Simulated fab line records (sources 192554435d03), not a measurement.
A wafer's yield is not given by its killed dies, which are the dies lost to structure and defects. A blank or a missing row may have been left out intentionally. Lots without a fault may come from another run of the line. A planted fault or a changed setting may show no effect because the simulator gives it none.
Split-lot trial -- flow n5 finfet -- route with 1938 steps; 7 lots, 21 wafers read

## THE SPLIT ITSELF
At N5_BEOL_M2_TRENCH_ETCH_37 (etches SiOC in C4F6/O2, target depth 55.555 nm, time 29.2 s), the setting time s was moved away from the recipe's 29.2 s on 5 of the 21 wafers read, by -16.8% to +14.4%. All remaining wafers had this setting at the recipe value.

## FROM THE SPLIT TO THE READING: what the file shows between them, 13 steps
- N5_BEOL_M2_ETCH_41: etches SiCN in CH3F/O2, target depth 29.9 nm, time 52.5 s
- N5_BEOL_M2_STRIP_97: strips in N2/H2, time 10 s
- N5_BEOL_M2_OCD_MEAS_38
- N5_BEOL_M2_HM_STRIP_39: strips TiN in peroxide tin strip, target depth 25 nm, time 158 s
- N5_BEOL_M2_SRD_40: time 30 s
- N5_BEOL_M2_ECD_50: material Cu, target thk 300 nm
- N5_BEOL_M2_ANNEAL_51: time 90 s
- N5_BEOL_M2_CMP_52: polishes, stops on SiOC, t overpolish 6.8 s, target thk 40 nm
- N5_BEOL_M2_THK_MEAS_53: measures by xrf
- N5_BEOL_M2_PRE_CLEAN_60: time 15 s
- N5_BEOL_M2_CO_CAP_55: material Co, precursor CCTBA/H2, target thk 2 nm, time 102.1 s
- N5_BEOL_M2_PRE_CLEAN_56: time 15 s
- N5_BEOL_M2_DEP_57: deposits SiCN from 3MS/NH3, target thk 8 nm, time 14 s

## THE READING
Measured at N5_BEOL_M2_RS_MEAS_58 by four-point probe: M2_RS, in ohm/sq. On this fab line, fault-free wafers typically give 0.68 ohm/sq with a standard deviation of 0.039 ohm/sq.

wafer,"tool, chamber at the split","time s as run, s",against the recipe,"M2_RS, ohm/sq",against lot-mates on the recipe
L078.1,"rie diel-04, 3",29.2,recipe,0.63,-
L078.2,"rie diel-04, 2",29.2,recipe,0.67,-
L078.4,"rie diel-04, 2",29.2,recipe,0.63,-
L082.1,"rie diel-01, 3",33.41,+14.4%,0.53,-0.17
L082.2,"rie diel-01, 2",29.2,recipe,0.67,-
L082.5,"rie diel-01, 3",29.2,recipe,0.72,-
L084.2,"rie diel-04, 1",32.78,+12.3%,0.54,-0.08
L084.3,"rie diel-04, 2",29.2,recipe,0.61,-
L084.6,"rie diel-04, 1",29.2,recipe,0.63,-
L089.2,"rie diel-04, 3",29.2,recipe,0.71,-
L089.4,"rie diel-04, 0",25.41,-13.0%,0.90,+0.20
L089.6,"rie diel-04, 2",29.2,recipe,0.69,-
L091.3,"rie diel-04, 3",29.2,recipe,0.67,-
L091.5,"rie diel-04, 2",29.2,recipe,0.68,-
L091.6,"rie diel-04, 3",29.2,recipe,0.72,-
L094.1,"rie diel-04, 3",29.2,recipe,0.71,-
L094.4,"rie diel-04, 2",29.2,recipe,0.64,-
L094.5,"rie diel-04, 1",29.2,recipe,0.68,-
L095.3,"rie diel-05, 3",24.3,-16.8%,0.91,+0.28
L095.4,"rie diel-05, 3",24.3,-16.8%,1.07,+0.44
L095.5,"rie diel-05, 2",29.2,recipe,0.63,-

FIT RESULTS
A straight line over all 21 wafers: M2_RS changes by -0.0157 ohm/sq for each +1% of time s; r = -0.92; the points scatter about the line by 0.05 ohm/sq.
The same after taking each lot's own level away (the mean of its wafers on the recipe; 21 wafers): -0.0162 ohm/sq for each +1%; r = -0.92; scatter 0.05 ohm/sq.
The reading moves by 0.27 ohm/sq for the largest change in time s, on that fit.
Measured against the standard deviation above, the lots' own levels, which go from 0.620 to 0.700 ohm/sq, span 2.1 times it.
Consequently the slope shifts little with the lot-to-lot level, the two slopes agreeing.
Check: for one of the wafers moved furthest among these (-16.8%), held out of the fit, the line's prediction against its lot-mates is +0.293 ohm/sq. Against them it came out at +0.28 ohm/sq.

## THE WHOLE CHAIN: every reading that the file lists as answering this split, in the file's order
step,what it does,reading,change (the file's fit),r (the file's)
N5_BEOL_M2_TRENCH_ETCH_37,"etches SiOC in C4F6/O2, target depth 55.555 nm, time 29.2 s","BEOL_M2.feature depth nm (the simulator's own value, which no gauge read)",+0.556 nm for each +1% of the setting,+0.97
N5_BEOL_M2_TRENCH_ETCH_37,"etches SiOC in C4F6/O2, target depth 55.555 nm, time 29.2 s","etch.depth nm (the simulator's own value, which no gauge read)",+0.557 nm for each +1% of the setting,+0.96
N5_BEOL_M2_OCD_MEAS_38,,trench depth nm,+0.534 nm for each +1% of the setting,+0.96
N5_BEOL_M2_CMP_52,"polishes, stops on SiOC, t overpolish 6.8 s, target thk 40 nm","Cu_of_BEOL_M2_ECD_50.thk nm (the simulator's own value, which no gauge read)",+0.581 nm for each +1% of the setting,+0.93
N5_BEOL_M2_THK_MEAS_53,measures by xrf,M2_THK,+0.59 for each +1% of the setting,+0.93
N5_BEOL_M2_RS_MEAS_58,measures by four-point-probe,M2_RS,-0.0146 for each +1% of the setting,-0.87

## THE FILE'S OWN FIT
M2_RS changes by -0.0146 ohm/sq for each +1% of time s, r = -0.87.
